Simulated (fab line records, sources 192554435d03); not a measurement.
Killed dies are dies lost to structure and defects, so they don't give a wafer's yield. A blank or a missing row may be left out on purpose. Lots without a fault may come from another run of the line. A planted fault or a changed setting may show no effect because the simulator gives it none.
A struck lot beside a sound one | flow n5_finfet | 16 steps out of a route of 1938
Sound: wafers L615.1, L615.2, L615.4. Struck: wafers L624.2, L624.5, L624.6. The cause comes at the end.
At each step with rows: each side's tool, then ch and its chambers, then its first start. Under that, the readings that differ: sound wafers | struck wafers | difference of the means | sigmas: that difference in standard deviations of wafers without a fault.
alike: readings whose means differ by less than 2 such deviations, and words and numbers that are the same on both sides. not compared: withheld readings, readings that some wafer has no value for, bounds like >300 that may hide the same value, and numbers for which the record gives no deviation and whose values overlap.
The two part at a step that has a row with sigmas, a row that says differs or no value, or rows on one side only. Numbers that don't overlap but have no deviation are shown without sigmas and don't part them. A reading that every wafer of one side lacks parts them only if that side has two wafers or more.

first, 3 steps without rows for these wafers: N5_BEOL_M2_SURFACE_TREAT_85; N5_BEOL_M2_CVD_47 (deposits Co from CCTBA/H2, target thk 3 nm, time 223.8 s); N5_BEOL_M2_SPUTTER_48 (material Cu, target thk 4.5 nm, time 8.29 s).
N5_BEOL_M2_ANNEAL_49: time 240 s.
  sound on pvd_sputter-01, day 10 09:56; struck on pvd_sputter-03, day 12 12:28
  alike: heater_power_w, susceptor_temp_C_max
then, 2 steps without rows for these wafers: N5_BEOL_M2_SPUTTER_79 (material Cu, target thk 4.5 nm, time 8.29 s); N5_BEOL_M2_ANNEAL_80 (time 240 s).
N5_BEOL_M2_SPUTTER_81: material Cu, target thk 4.5 nm, time 8.29 s.
  sound on pvd_sputter-01, day 10 10:18; struck on pvd_sputter-03, day 12 12:49
  alike: chamber_pressure_pa, chuck_gas_flow_sccm, throttle_valve_pct
N5_BEOL_M2_ANNEAL_82: time 240 s.
  sound on pvd_sputter-01, day 10 10:23; struck on pvd_sputter-03, day 12 12:54
  alike: heater_power_w, susceptor_temp_C_max
N5_BEOL_M2_SPUTTER_86: material Cu, target thk 4.5 nm, time 8.29 s.
  sound on pvd_sputter-01, day 10 10:31; struck on pvd_sputter-03, day 12 13:02
  alike: chamber_pressure_pa, chuck_gas_flow_sccm, throttle_valve_pct
then, 3 steps without rows for these wafers: N5_BEOL_M2_ANNEAL_87 (time 240 s); N5_BEOL_M2_SPUTTER_88 (material Cu, target thk 4.5 nm, time 8.29 s); N5_BEOL_M2_ANNEAL_89 (time 240 s).
N5_BEOL_M2_SPUTTER_90: material Cu, target thk 4.5 nm, time 8.29 s.
  sound on pvd_sputter-01, day 10 10:58; struck on pvd_sputter-03, day 12 13:29
  no value came back on the struck wafers for chamber_pressure_pa (Pa), chuck_gas_flow_sccm (sccm), throttle_valve_pct (%); on the sound wafers chamber_pressure_pa (Pa) reads 0.06996 0.07003 0.06979
N5_BEOL_M2_ANNEAL_91: time 240 s.
  sound on pvd_sputter-01, day 10 11:02; struck on pvd_sputter-03, day 12 13:34
  alike: heater_power_w, susceptor_temp_C_max
N5_BEOL_M4_RC_MEAS_101:
  sound on prober-02 ch 0, day 12 11:29; struck on prober-01 ch 0, day 14 10:22
  alike: DIBL_N, DIBL_P, IOFF_N, IOFF_P, ION_N, ION_P, SS_N, SS_P, VT_N, VT_P
-- the record jumps here: 5 days lie between the struck wafers' starts before and after (it left off in module BEOL_M4 and takes up again in module PASSIVATION, whose first step shown is number 1936 of the route) --
N5_PASSIVATION_PROBE_49:
  the record has rows for the struck wafers here (prober-01, day 18 23:14) and none for the sound ones

WHERE THEY PART
First at N5_BEOL_M2_SPUTTER_90; last, within this record, at N5_PASSIVATION_PROBE_49.

WHY: what the simulator had put in
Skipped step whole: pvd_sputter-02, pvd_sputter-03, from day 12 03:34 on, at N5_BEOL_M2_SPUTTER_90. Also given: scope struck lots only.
